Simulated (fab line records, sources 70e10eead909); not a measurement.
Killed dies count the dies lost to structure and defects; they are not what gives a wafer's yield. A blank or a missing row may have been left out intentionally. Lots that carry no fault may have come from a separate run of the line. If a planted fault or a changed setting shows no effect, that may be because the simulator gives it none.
fab line records || flow nandHarc || part 2 of 2: steps 42 to 42 of 42
[record] {"lots": 6, "wafers": 18, "lastDay": 33}
route steps=1302 shown A_M1@1178 A_BONDPAD@1202 THIN_TSV@1244 END@1302
lots untouched by any fault: they come from a run of this same line in which no faults occurred
startH: the number of hours between the record's first day and the start of the first shown wafer of the lot || waitH: hours from the lot's prior step to this one || " same as the row above || L1.1+2: a row that stands for several wafers || - no value, or no start was given || * or withheld: withheld || < > ~ a bound
route shown NAME@n: a module of which the file shows steps, and the number in the route of the first || usual: the fault-free wafers' mean and standard deviation || same: alike in all rows || chamber/n: place in a boat || sites: per-site readings || _std_site: standard deviation of those values || _edge_site: the outer-site mean with the inner-site mean subtracted || radiusMm: how far each site lies from the wafer's centre || mask NAME#n: copy n || behind: tool/chamber where the wafer was last shaped || hold: why the lot was held/for how many hours/how that ended || device: the n, p or np transistor that did not switch || end of line: at the end of the route, the tests of the same wafers || a step without rows: its recipe alone || killed: not the wafer's yield, but the dies lost to structure and defects at the first sort || map: the dies of a wafer, with x for killed, . for not killed, _ for no die there
set.NAME: the setting the step ran with; set.NAME@STEP: the setting that earlier step ran with || model.NAME: the simulator's own value behind a step, which no gauge read
lots at selected steps of the route; one table per step, one row per wafer
services: from which hour (startH, from the record's first day; less than 0 if before it) a tool's chamber was out of use, for how many hours, and why
[[steps]]
[step NHARC_END_SORT_01]
[recipe] {"tempC": 25}
[usual] {"defectLimitedYield": "89.9/2.7", "killedAtArray": "64/18", "killedAtOther": "0.8/1.1", "killedAtPeriphery": "3.8/2.7", "killedDies": "68/18", "killedOpen": "3.3/1.9", "killedShort": "2.3/1.8"}
[same] {"grossDies": 677}
{"lot.wafer": "L615.2", "tool": "prober-02", "chamber": 0, "startH": 658.75, "waitH": 2.8, "hold": "-", "defectLimitedYield[%]": 94.2, "killedAtArray": 36, "killedAtOther": 2, "killedAtPeriphery": 1, "killedDies": 39, "killedOpen": 6, "killedShort": 0}
{"lot.wafer": "L615.4", "tool": "prober-02", "chamber": 0, "startH": 660.34, "waitH": 3.4, "hold": "-", "defectLimitedYield[%]": 95.3, "killedAtArray": 31, "killedAtOther": 1, "killedAtPeriphery": 0, "killedDies": 32, "killedOpen": 1, "killedShort": 2}
{"lot.wafer": "L615.6", "tool": "prober-02", "chamber": 0, "startH": 661.93, "waitH": 4.0, "hold": "-", "defectLimitedYield[%]": 94.1, "killedAtArray": 35, "killedAtOther": 3, "killedAtPeriphery": 2, "killedDies": 40, "killedOpen": 5, "killedShort": 2}
{"lot.wafer": "L616.2", "tool": "prober-02", "chamber": 0, "startH": 666.50, "waitH": 2.8, "hold": "-", "defectLimitedYield[%]": 88.0, "killedAtArray": 79, "killedAtOther": 2, "killedAtPeriphery": 0, "killedDies": 81, "killedOpen": 3, "killedShort": 1}
{"lot.wafer": "L616.3", "tool": "prober-02", "chamber": 0, "startH": 667.29, "waitH": 3.1, "hold": "-", "defectLimitedYield[%]": 87.4, "killedAtArray": 79, "killedAtOther": 0, "killedAtPeriphery": 6, "killedDies": 85, "killedOpen": 4, "killedShort": 1}
{"lot.wafer": "L616.6", "tool": "prober-02", "chamber": 0, "startH": 669.64, "waitH": 3.9, "hold": "-", "defectLimitedYield[%]": 87.6, "killedAtArray": 80, "killedAtOther": 2, "killedAtPeriphery": 2, "killedDies": 84, "killedOpen": 2, "killedShort": 5}
{"lot.wafer": "L621.2", "tool": "prober-01", "chamber": 0, "startH": 708.30, "waitH": 2.8, "hold": "awaitDispo/3.2h/release", "defectLimitedYield[%]": 81.1, "killedAtArray": 126, "killedAtOther": 0, "killedAtPeriphery": 2, "killedDies": 128, "killedOpen": 5, "killedShort": 3}
{"lot.wafer": "L621.3", "tool": "prober-01", "chamber": 0, "startH": 709.11, "waitH": 3.1, "hold": "awaitDispo/3.2h/release", "defectLimitedYield[%]": 86.0, "killedAtArray": 92, "killedAtOther": 0, "killedAtPeriphery": 3, "killedDies": 95, "killedOpen": 3, "killedShort": 2}
{"lot.wafer": "L621.5", "tool": "prober-01", "chamber": 0, "startH": 710.72, "waitH": 3.7, "hold": "awaitDispo/3.2h/release", "defectLimitedYield[%]": 79.9, "killedAtArray": 129, "killedAtOther": 0, "killedAtPeriphery": 7, "killedDies": 136, "killedOpen": 2, "killedShort": 1}
{"lot.wafer": "L622.1", "tool": "prober-01", "chamber": 0, "startH": 721.02, "waitH": 2.5, "hold": "awaitDispo/6.1h/release", "defectLimitedYield[%]": 81.1, "killedAtArray": 126, "killedAtOther": 0, "killedAtPeriphery": 2, "killedDies": 128, "killedOpen": 2, "killedShort": 0}
{"lot.wafer": "L622.2", "tool": "prober-01", "chamber": 0, "startH": 721.82, "waitH": 2.8, "hold": "awaitDispo/6.1h/release", "defectLimitedYield[%]": 84.6, "killedAtArray": 100, "killedAtOther": 0, "killedAtPeriphery": 4, "killedDies": 104, "killedOpen": 3, "killedShort": 0}
{"lot.wafer": "L622.3", "tool": "prober-01", "chamber": 0, "startH": 722.63, "waitH": 3.1, "hold": "awaitDispo/6.1h/release", "defectLimitedYield[%]": 85.2, "killedAtArray": 95, "killedAtOther": 2, "killedAtPeriphery": 3, "killedDies": 100, "killedOpen": 4, "killedShort": 1}
{"lot.wafer": "L627.1", "tool": "prober-01", "chamber": 0, "startH": 779.01, "waitH": 2.5, "hold": "-", "defectLimitedYield[%]": 91.3, "killedAtArray": 51, "killedAtOther": 0, "killedAtPeriphery": 8, "killedDies": 59, "killedOpen": 3, "killedShort": 2}
{"lot.wafer": "L627.5", "tool": "prober-01", "chamber": 0, "startH": 782.22, "waitH": 3.7, "hold": "-", "defectLimitedYield[%]": 90.4, "killedAtArray": 58, "killedAtOther": 2, "killedAtPeriphery": 5, "killedDies": 65, "killedOpen": 9, "killedShort": 1}
{"lot.wafer": "L627.6", "tool": "prober-01", "chamber": 0, "startH": 783.02, "waitH": 4.0, "hold": "-", "defectLimitedYield[%]": 89.8, "killedAtArray": 61, "killedAtOther": 2, "killedAtPeriphery": 6, "killedDies": 69, "killedOpen": 5, "killedShort": 0}
{"lot.wafer": "L629.2", "tool": "prober-02", "chamber": 0, "startH": 787.56, "waitH": 2.8, "hold": "-", "defectLimitedYield[%]": 91.1, "killedAtArray": 58, "killedAtOther": 0, "killedAtPeriphery": 2, "killedDies": 60, "killedOpen": 2, "killedShort": 1}
{"lot.wafer": "L629.4", "tool": "prober-02", "chamber": 0, "startH": 789.17, "waitH": 3.4, "hold": "-", "defectLimitedYield[%]": 88.2, "killedAtArray": 79, "killedAtOther": 0, "killedAtPeriphery": 1, "killedDies": 80, "killedOpen": 2, "killedShort": 1}
{"lot.wafer": "L629.5", "tool": "prober-02", "chamber": 0, "startH": 789.97, "waitH": 3.7, "hold": "-", "defectLimitedYield[%]": 88.3, "killedAtArray": 77, "killedAtOther": 1, "killedAtPeriphery": 1, "killedDies": 79, "killedOpen": 4, "killedShort": 0}
// killed by level:class
L615.2 A_CHANNEL_HOLE_D2:chamberFilmFlake=9 A_CHANNEL_HOLE_D1:chamberFilmFlake=8 A_CONTACT:chamberFilmFlake=7 A_STAIRCASE:chamberFilmFlake=4 A_M0:geometricParticle:open=2 A_BLC:chamberFilmFlake=2 THIN_TSV:chamberFilmFlake=2 P_CONTACT:geometricParticle:open=1
L615.4 A_CHANNEL_HOLE_D2:chamberFilmFlake=9 A_CHANNEL_HOLE_D1:chamberFilmFlake=5 A_STAIRCASE:chamberFilmFlake=5 A_SLIT:chamberFilmFlake=3 A_CONTACT:chamberFilmFlake=2 A_ONON_D1:geometricParticle:open=1 A_WL_FILL:geometricParticle:short=1 A_M0:geometricParticle:short=1
L615.6 A_CHANNEL_HOLE_D2:chamberFilmFlake=17 A_SLIT:chamberFilmFlake=4 A_CHANNEL_HOLE_D1:chamberFilmFlake=3 THIN_TSV:chamberFilmFlake=3 A_CHANNEL_FILL_D2:geometricParticle:open=2 A_CONTACT:chamberFilmFlake=2 A_BLC:chamberFilmFlake=2 P_CONTACT:geometricParticle:open=1
L616.2 A_SLIT:chamberFilmFlake=32 A_CHANNEL_HOLE_D1:chamberFilmFlake=30 A_CHANNEL_HOLE_D2:unspecified=5 A_CONTACT:chamberFilmFlake=4 A_CHANNEL_FILL_D1:geometricParticle:open=2 A_CHANNEL_HOLE_D2:chamberFilmFlake=2 A_WL_FILL:chamberFilmFlake=2 A_SOURCE_PLATE:geometricParticle:short=1
L616.3 A_SLIT:chamberFilmFlake=34 A_CHANNEL_HOLE_D1:chamberFilmFlake=31 A_WL_FILL:chamberFilmFlake=3 A_CONTACT:chamberFilmFlake=3 P_CONTACT:geometricParticle:open=2 A_DECK1_JOINT:chamberFilmFlake=2 A_CHANNEL_HOLE_D1:geometricParticle:open=1 A_ONON_D2:geometricParticle:short=1
L616.6 A_SLIT:chamberFilmFlake=33 A_CHANNEL_HOLE_D1:chamberFilmFlake=30 A_CHANNEL_HOLE_D2:unspecified=4 A_DECK1_JOINT:chamberFilmFlake=3 A_ONON_D2:geometricParticle:short=2 A_WL_FILL:geometricParticle:short=2 THIN_TSV:chamberFilmFlake=2 A_SOURCE_PLATE:geometricParticle:short=1
L621.2 A_M1:unspecified=74 A_SLIT:chamberFilmFlake=39 A_CHANNEL_HOLE_D1:chamberFilmFlake=3 A_CHANNEL_HOLE_D1:geometricParticle:short=2 A_M0:geometricParticle:open=2 A_CONTACT:chamberFilmFlake=2 A_DECK1_JOINT:geometricParticle:open=1 A_WL_FILL:geometricParticle:open=1
L621.3 A_M1:unspecified=51 A_SLIT:chamberFilmFlake=31 A_CHANNEL_HOLE_D1:chamberFilmFlake=3 P_M1:chamberFilmFlake=2 A_ONON_D1:geometricParticle:short=1 A_WL_FILL:geometricParticle:open=1 A_DECK1_JOINT:geometricParticle:open=1 A_ONON_D2:geometricParticle:short=1
L621.5 A_M1:unspecified=75 A_SLIT:chamberFilmFlake=36 A_CHANNEL_HOLE_D1:chamberFilmFlake=12 P_M1:chamberFilmFlake=3 A_CONTACT:chamberFilmFlake=3 P_CONTACT:chamberFilmFlake=2 P_M0:geometricParticle:open=1 A_DECK1_JOINT:geometricParticle:short=1
L622.1 A_M1:unspecified=77 A_CHANNEL_HOLE_D2:chamberFilmFlake=23 A_CHANNEL_HOLE_D1:chamberFilmFlake=11 A_SLIT:chamberFilmFlake=7 P_GATE:chamberFilmFlake=2 A_CHANNEL_FILL_D1:chamberFilmFlake=2 A_CHANNEL_FILL_D2:chamberFilmFlake=2 A_WL_FILL:geometricParticle:open=1
L622.2 A_M1:unspecified=74 A_CHANNEL_HOLE_D1:chamberFilmFlake=9 A_CONTACT:chamberFilmFlake=6 A_CHANNEL_HOLE_D2:chamberFilmFlake=5 A_CHANNEL_FILL_D1:chamberFilmFlake=3 P_GATE:geometricParticle:open=1 P_CONTACT:geometricParticle:open=1 A_CHANNEL_HOLE_D2:geometricParticle:open=1
L622.3 A_M1:unspecified=49 A_CHANNEL_HOLE_D2:chamberFilmFlake=26 A_CHANNEL_HOLE_D1:chamberFilmFlake=8 A_SLIT:chamberFilmFlake=5 A_CHANNEL_HOLE_D2:geometricParticle:open=2 A_CONTACT:chamberFilmFlake=2 THIN_TSV:chamberFilmFlake=2 P_CONTACT:geometricParticle:open=1
L627.1 A_SLIT:chamberFilmFlake=27 A_CHANNEL_HOLE_D1:chamberFilmFlake=11 A_CONTACT:chamberFilmFlake=6 P_GATE:chamberFilmFlake=3 P_BONDPAD:chamberFilmFlake=3 A_CHANNEL_HOLE_D2:chamberFilmFlake=2 P_M0:geometricParticle:open=1 A_SOURCE_PLATE:geometricParticle:open=1
L627.5 A_SLIT:chamberFilmFlake=28 A_CHANNEL_HOLE_D1:chamberFilmFlake=11 A_CONTACT:chamberFilmFlake=9 A_CHANNEL_HOLE_D2:chamberFilmFlake=2 A_STAIRCASE:chamberFilmFlake=2 THIN_TSV:chamberFilmFlake=2 P_CONTACT:geometricParticle:open=1 P_M0:geometricParticle:open=1
L627.6 A_SLIT:chamberFilmFlake=31 A_CONTACT:chamberFilmFlake=12 A_CHANNEL_HOLE_D1:chamberFilmFlake=10 P_BONDPAD:chamberFilmFlake=3 A_CHANNEL_HOLE_D2:chamberFilmFlake=3 P_STI:chamberFilmFlake=2 THIN_TSV:chamberFilmFlake=2 P_M0:geometricParticle:open=1
L629.2 A_CHANNEL_HOLE_D2:chamberFilmFlake=23 A_SLIT:chamberFilmFlake=17 A_CONTACT:chamberFilmFlake=7 A_CHANNEL_HOLE_D1:chamberFilmFlake=6 A_SGD_CUT:chamberFilmFlake=2 P_CONTACT:geometricParticle:short=1 A_CHANNEL_FILL_D2:geometricParticle:open=1 A_BLC:geometricParticle:open=1
L629.4 A_CHANNEL_HOLE_D2:chamberFilmFlake=29 A_SLIT:chamberFilmFlake=23 A_CHANNEL_HOLE_D1:chamberFilmFlake=12 A_CONTACT:chamberFilmFlake=10 A_STAIRCASE:chamberFilmFlake=2 A_CHANNEL_HOLE_D1:geometricParticle:open=1 A_CHANNEL_HOLE_D2:geometricParticle:open=1 A_M0:geometricParticle:short=1
L629.5 A_SLIT:chamberFilmFlake=30 A_CHANNEL_HOLE_D2:chamberFilmFlake=27 A_CHANNEL_HOLE_D1:chamberFilmFlake=10 A_CONTACT:chamberFilmFlake=3 A_STAIRCASE:chamberFilmFlake=2 A_ONON_D1:geometricParticle:open=1 A_CHANNEL_FILL_D1:geometricParticle:open=1 A_DECK1_JOINT:geometricParticle:open=1
// map L621.5 (x killed, . not)
____________.____________
_________......._________
_______..........._______
______.............______
_____..............._____
____..............x..____
____..........x..xxxx____
___...............xxx.___
___..............xxx.x___
__................x.xxx__
__...............xxxx..__
_.........x.....xxxxx.x._
_..............x...x.xxx_
_............x...xxxx.x._
_..........x.......xx.x._
_............x.........._
...........x.x.x.........
..........x..xx..........
............x.x..........
..........x.......x......
...........x.xx.x...x....
_..............x.xx....._
_..............xxxxx...._
_..............xxxxxx..._
_..............xxxxxxx.._
_..x..........xxxxxxxxx._
__...........xxxxxxxxxx__
__...x.........xxxxxxx.__
___...x.x....x.xxxxxxx___
___............xxxxxxx___
____...........x.xxxx____
____............xxx..____
_____............xxx_____
______.............______
_______..........._______
_________......._________
____________.____________
// map L622.1 (x killed, . not)
____________.____________
_________......._________
_______..........._______
______.............______
_____..............._____
____.................____
____...............x.____
___................x..___
___................x..___
__................x....__
__...................xx__
_................x.xx..._
_................xx...x._
_.................xx...._
_.......xxx......x......_
_.........x.xxx........._
....................x....
.............xx.xx.......
...x......x..xxxx.x......
............xxx...x......
...........x.xx...x......
_...........xx.x.x.xx..._
_.........x.xxx.xx.xxx.._
_..........x...xxxxxx.x._
_....x.x......xxxxxxxx.._
_.............xxxxxxxx.._
__...........xxxxxxxxxx__
__...........x.xxxxxxxx__
___............xxxxxxx___
___......x....x.xxxxx.___
____...........xxxxxx____
____.x...........xx.x____
_____...........xx.._____
______.............______
_______..........._______
_________......._________
____________.____________
[[services]]
{"tool": "pecvd-03", "chamber": "-", "startH": 599.55, "hours": 1.0, "kind": "repair"}
{"tool": "pecvd-03", "chamber": "-", "startH": 614.07, "hours": 0.6, "kind": "repair"}
{"tool": "rieDiel-05", "chamber": 0, "startH": 626.57, "hours": 11.1, "kind": "repair"}
{"tool": "rieDiel-01", "chamber": 3, "startH": 628.10, "hours": 14.7, "kind": "repair"}
{"tool": "pecvd-04", "chamber": 2, "startH": 628.67, "hours": 11.9, "kind": "repair"}
{"tool": "pecvd-04", "chamber": "-", "startH": 631.49, "hours": 13.0, "kind": "pm"}
{"tool": "pvdSputter-02", "chamber": "-", "startH": 638.20, "hours": 10.0, "kind": "pm"}
{"tool": "rieDiel-07", "chamber": 2, "startH": 645.30, "hours": 15.7, "kind": "repair"}
{"tool": "rieDiel-06", "chamber": "-", "startH": 646.30, "hours": 0.6, "kind": "repair"}
{"tool": "rieDiel-07", "chamber": "-", "startH": 648.20, "hours": 9.0, "kind": "pm"}
{"tool": "pecvd-01", "chamber": "-", "startH": 652.24, "hours": 1.1, "kind": "repair"}
{"tool": "rieDiel-02", "chamber": 0, "startH": 653.45, "hours": 3.2, "kind": "repair"}
{"tool": "pecvd-01", "chamber": "-", "startH": 673.14, "hours": 13.0, "kind": "pm"}
{"tool": "pvdSputter-01", "chamber": "-", "startH": 684.99, "hours": 8.9, "kind": "repair"}
{"tool": "rieDiel-01", "chamber": 2, "startH": 698.83, "hours": 3.8, "kind": "repair"}
{"tool": "pvdSputter-03", "chamber": "-", "startH": 704.00, "hours": 10.0, "kind": "pm"}
{"tool": "rieDiel-01", "chamber": 2, "startH": 716.02, "hours": 5.6, "kind": "repair"}
{"tool": "rieDiel-05", "chamber": 1, "startH": 723.03, "hours": 17.0, "kind": "repair"}
{"tool": "pecvd-03", "chamber": "-", "startH": 728.18, "hours": 13.0, "kind": "pm"}
{"tool": "rieDiel-01", "chamber": "-", "startH": 734.97, "hours": 9.0, "kind": "pm"}
{"tool": "grinder-01", "chamber": "-", "startH": 736.00, "hours": 8.0, "kind": "pm"}
{"tool": "pvdSputter-01", "chamber": "-", "startH": 760.04, "hours": 10.0, "kind": "pm"}
{"tool": "rieDiel-05", "chamber": "-", "startH": 760.72, "hours": 9.0, "kind": "pm"}
{"tool": "pecvd-01", "chamber": "-", "startH": 764.97, "hours": 0.3, "kind": "repair"}
[[key]]
[firstSign] {"step": "NHARC_END_SORT_01", "reading": "killedAtArray", "direction": "up", "sigmas": 2.6, "usual": 64, "struck": 111}
[effect] {"step": "NHARC_END_SORT_01", "reading": "killedDies", "direction": "up", "sigmas": 2.6, "usual": 68, "struck": 115}
[moreKillsBornAt] {"NHARC_A_M1_PRE_CLEAN_30@pvdSputter-01": 400}
metAt NHARC_A_M1_PRE_CLEAN_30
struckWafers L621.2,L621.3,L621.5,L622.1,L622.2,L622.3
onsetBetween 629.37 652.08
alsoFits NHARC_A_M1_STRIP_18:rieDiel-01,NHARC_A_M1_PVD_21:pvdSputter-01,NHARC_A_BONDPAD_DEP_00:pecvd-03
[fault] {"kind": "chamberParticleSource", "tool": "pvdSputter-01", "chamber": "-", "onsetH": 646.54, "steps": "NHARC_A_M1_PRE_CLEAN_30", "ratePerVisitCm2": 0.63335, "endH": 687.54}
